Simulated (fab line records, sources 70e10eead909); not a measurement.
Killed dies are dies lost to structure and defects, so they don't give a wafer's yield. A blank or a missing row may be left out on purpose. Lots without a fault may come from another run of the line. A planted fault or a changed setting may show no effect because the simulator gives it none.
Chamber matching | flow nand_harc | NHARC_P_CONTACT_DESCUM_17 on rie_diel-03: 4 sister chambers
The step chemistry O2, time 3 s. 22 wafers are shown with their chamber, then 11 later ones without.

WAFERS WITH THEIR CHAMBER
wafer  | chamber | drypump_motor_current_A (A) | rf_vpp_V (V) | oes_product_au (a.u.)
L079.1 | 0       | 5.6                         | 56.1         | 0.995
L079.2 | 1       | 5.6                         | 57.5         | 1.010
L079.3 | 2       | 6.1                         | 58.1         | 1.000
L081.3 | 0       | 5.5                         | 58.1         | 0.994
L081.5 | 3       | 6.1                         | 58.1         | 0.996
L081.6 | 0       | 5.5                         | 59.0         | 1.002
L082.2 | 1       | 5.6                         | 57.0         | 1.005
L082.4 | 2       | 6.1                         | 59.4         | 0.999
L082.5 | 1       | 5.7                         | 57.8         | 0.998
L086.2 | 1       | 5.7                         | 57.3         | 1.017
L086.5 | 3       | 6.1                         | 57.8         | 1.011
L086.6 | 2       | 6.1                         | 58.8         | 1.014
L089.1 | 1       | 5.7                         | 56.7         | 1.004
L089.4 | 0       | 5.5                         | 57.3         | 1.005
L089.5 | 3       | 6.1                         | 57.4         | 0.994
L090.1 | 2       | 6.1                         | 58.5         | 0.997
L090.2 | 1       | 5.7                         | 57.6         | 1.006
L090.3 | 0       | 5.6                         | 58.0         | 1.008
L090.4 | 3       | 6.1                         | 57.5         | 0.995
L090.5 | 1       | 5.6                         | 56.9         | 1.003
L090.6 | 2       | 6.1                         | 59.5         | 1.007
L093.1 | 1       | 5.7                         | 57.4         | 1.007

SIGNATURES (means of the wafers above)
reading                 | chamber 0 | chamber 1 | chamber 2 | chamber 3 | scatter within a chamber
drypump_motor_current_A | 5.540     | 5.662     | 6.100     | 6.100     | 0.0413
rf_vpp_V                | 57.700    | 57.275    | 58.860    | 57.700    | 0.64
oes_product_au          | 1.00080   | 1.00625   | 1.00340   | 0.99900   | 0.00649
Rule: a wafer's distance from a chamber is the root of the sum, over the readings, of the square of ((its reading less the chamber's mean) divided by the reading's scatter). The wafer belongs to the nearest chamber; if the next one is less than 2 further off, it can't be placed. The scatter: the root of (the sum of the squares of (reading less its chamber's mean) over the shown wafers, divided by (wafers less chambers)).

WAFERS WITHOUT THEIR CHAMBER
wafer  | drypump_motor_current_A (A) | rf_vpp_V (V) | oes_product_au (a.u.)
L093.5 | 6.1                         | 58.8         | 0.979
L093.6 | 6.0                         | 57.9         | 1.001
L096.2 | 6.1                         | 56.6         | 0.990
L096.3 | 6.1                         | 57.1         | 0.998
L096.4 | 5.5                         | 57.7         | 0.998
L096.1 | 5.6                         | 57.6         | 0.999
L096.5 | 5.6                         | 56.4         | 1.009
L096.6 | 5.6                         | 56.6         | 0.988
L097.2 | 6.1                         | 57.6         | 0.997
L097.3 | 6.1                         | 58.7         | 1.007
L097.6 | 5.7                         | 56.5         | 1.015

WHICH CHAMBER EACH WENT THROUGH
wafer  | from the rows above     | in truth
L093.5 | can't be placed: 3 or 2 | 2
L093.6 | can't be placed: 3 or 2 | 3
L096.2 | can't be placed: 3 or 2 | 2
L096.3 | can't be placed: 3 or 2 | 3
L096.4 | 0                       | 0
L096.1 | can't be placed: 0 or 1 | 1
L096.5 | can't be placed: 1 or 0 | 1
L096.6 | can't be placed: 0 or 1 | 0
L097.2 | can't be placed: 3 or 2 | 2
L097.3 | can't be placed: 2 or 3 | 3
L097.6 | 1                       | 1
Placed correctly: 2 of 11. Can't be placed from these rows: 9 (the true chamber is among the candidates in 9). Placed wrongly: 0.
